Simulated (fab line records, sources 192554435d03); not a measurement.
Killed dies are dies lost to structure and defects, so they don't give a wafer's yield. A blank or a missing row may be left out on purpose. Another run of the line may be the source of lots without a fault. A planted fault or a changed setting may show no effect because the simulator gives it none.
A lot that was struck, set against a sound lot + flow n5_finfet + 26 out of 1938 route steps
Sound: wafers L246.4, L246.5, L246.6. Struck: wafers L257.3, L257.6 (left out: L257.2, a lot-mate that was not struck); the cause follows at the end.
Order at every step that has rows: each side's tool, ch and its chambers, its first start. Under that, the readings that differ: sound wafers + struck wafers + difference of the means + sigmas: that difference in standard deviations of wafers without a fault.
alike: readings whose means differ by less than 2 such deviations, and words and numbers that are the same on both sides. not compared: withheld readings, readings that some wafer has no value for, bounds like >300 that may hide the same value, and numbers for which the record gives no deviation and whose values overlap.
Wherever a step has rows on one side only, a row that says differs or no value, or a row with sigmas, the two part there. Numbers that have no deviation but don't overlap get no sigmas and don't part them. Lack of a reading on every wafer of one side parts them only where that side has two or more wafers.

first, 1 step without rows for these wafers: N5_BEOL_M9_ECD_50 (material Cu, target thk 318 nm).
N5_BEOL_M9_ANNEAL_51: time 90 s.
  sound on rtp_anneal-02 ch 0, day 11 08:32; struck on rtp_anneal-02 ch 0, day 15 01:34
  alike: wafer_temp_C_max
N5_BEOL_M9_CMP_52: polishes, stops on SiCOH lowk, t overpolish 7 s, target thk 140 nm.
  sound on cmp-01 ch 0,1, day 11 08:42; struck on cmp-02 ch 1,2, day 15 01:52
  alike: barrier_field_endpoint_s, motor_current_A, overpolish_run_s, time_to_endpoint_s
N5_BEOL_M9_THK_MEAS_53: measures by xrf.
  struck on film_metro-01, day 15 02:08; sound on film_metro-02, day 11 08:59
  alike: M9_THK
then, 1 step without rows for these wafers: N5_BEOL_M9_PRE_CLEAN_55 (time 15 s).
N5_BEOL_M9_DEP_56: deposits SiCN from 3MS/NH3, target thk 15 nm, time 26.5 s.
  sound on pecvd-02 ch 0,1,2, day 11 09:04; struck on pecvd-01 ch 0,1, day 15 02:11
  alike: showerhead_plenum_p_Torr, throttle_valve_pct
N5_BEOL_M9_RS_MEAS_57: measures by four-point-probe.
  struck on film_metro-01, day 15 02:16; sound on film_metro-02, day 11 09:08
  alike: M9_RS
N5_BEOL_M9_INSPECT_58: inspects for defects (darkfield).
  struck on defect_inspect-02, day 15 02:17; sound on defect_inspect-01, day 11 09:09
  alike: raw_defect_count
N5_BEOL_M10_ILD_DEP_00: deposits SiCOH lowk from DEMS/porogen, target thk 308.51 nm, time 58 s.
  sound on pecvd-04 ch 0,1,2, day 11 09:13; struck on pecvd-04 ch 1, day 15 02:20
  alike: heater_power_w, showerhead_plenum_p_Torr, throttle_valve_pct
N5_BEOL_M10_CURE_71: cures SiCOH lowk, time 240 s.
  sound on uv_cure-02 ch 0, day 11 09:31; struck on uv_cure-02 ch 1, day 15 02:59
  alike: lamp_power_pct, wafer_temp_C_max
N5_BEOL_M10_THK_MEAS_01:
  struck on film_metro-02, day 15 03:25; sound on film_metro-02, day 11 09:47
  alike: M10_ILD_THK
then, 1 step without rows for these wafers: N5_BEOL_M10_PECVD_70 (deposits SiO2 from TEOS/O2, target thk 20 nm, time 22.7 s).
N5_BEOL_M10_HM_DEP_02: deposits TiN, target thk 20 nm.
  struck on pvd_sputter-02, day 15 04:04; sound on pvd_sputter-02, day 11 12:05
  alike: throttle_valve_pct
then, 8 steps without rows for these wafers: N5_BEOL_M10_COAT_59 (time 60 s, resist thk 100 nm); N5_BEOL_M10_COAT_60 (time 60 s, resist thk 30 nm); N5_BEOL_M10_COAT_05 (resist thk 90 nm); N5_BEOL_M10_EBR_07; N5_BEOL_M10_SOFTBAKE_06 (time 60 s); N5_BEOL_M10_EXPOSE_08 (exposes mask M10); N5_BEOL_M10_PEB_09 (peb time 60 s); N5_BEOL_M10_DEVELOP_10 (develop time 30 s).
N5_BEOL_M10_CD_MEAS_11: target cd 64.1 nm.
  sound on cd_sem-03 ch 0, day 11 12:35; struck on cd_sem-03 ch 0, day 15 04:34
  alike: cd_nm
N5_BEOL_M10_OVL_MEAS_12:
  sound on overlay-01 ch 0, day 11 12:37; struck on overlay-01 ch 0, day 15 04:35
  alike: M10_OVL
N5_BEOL_M10_INSPECT_13: inspects for defects (brightfield).
  struck on defect_inspect-02, day 15 04:37; sound on defect_inspect-02, day 11 12:38
| reading          | sound       | struck    | difference | sigmas |
|------------------|-------------|-----------|------------|--------|
| raw_defect_count | 297 468 321 | 1315 1217 | +904       | +11    |
then, 1 step without rows for these wafers: N5_BEOL_M10_DESCUM_16 (chemistry O2, time 7.9 s).
-- a jump in the record: the struck wafers' starts before and after are 3 days apart (it breaks off in module BEOL_M10 and resumes in module PASSIVATION, where the first step shown is number 1936 of the route) --
N5_PASSIVATION_PROBE_49:
  struck on prober-01, day 18 00:56; sound on prober-02, day 13 17:07
| reading                  | sound          | struck    | difference | sigmas |
|--------------------------|----------------|-----------|------------|--------|
| defect_limited_yield (%) | 92.5 90.3 92.2 | 84.3 84.2 | -7.4       | -5     |
| killed_at_M4_up          | 8 15 6         | 135 115   | +115       | +21    |
| killed_dies              | 88 114 92      | 185 187   | +88        | +5     |
| killed_on_rim            | 11 8 11        | 34 34     | +24        | +6     |
| sort_bin_5_function (%)  | 4.2 5.8 4.6    | 10.3 9.6  | +5.1       | +5     |
| sort_n_pass              | 1092 1066 1088 | 995 993   | -88        | -5     |
| sort_yield_pct (%)       | 92.5 90.3 92.2 | 84.3 84.2 | -7.4       | -5     |
  alike: killed_at_M0_to_M3, killed_at_contacts, killed_at_front_end, killed_at_other, killed_open, killed_short, sort_bin_6_memory, sort_bin_8_speed

## WHERE THEY PART
At N5_BEOL_M10_INSPECT_13 first; at N5_PASSIVATION_PROBE_49 last (within this record only).

WHY: the cause the simulator had injected
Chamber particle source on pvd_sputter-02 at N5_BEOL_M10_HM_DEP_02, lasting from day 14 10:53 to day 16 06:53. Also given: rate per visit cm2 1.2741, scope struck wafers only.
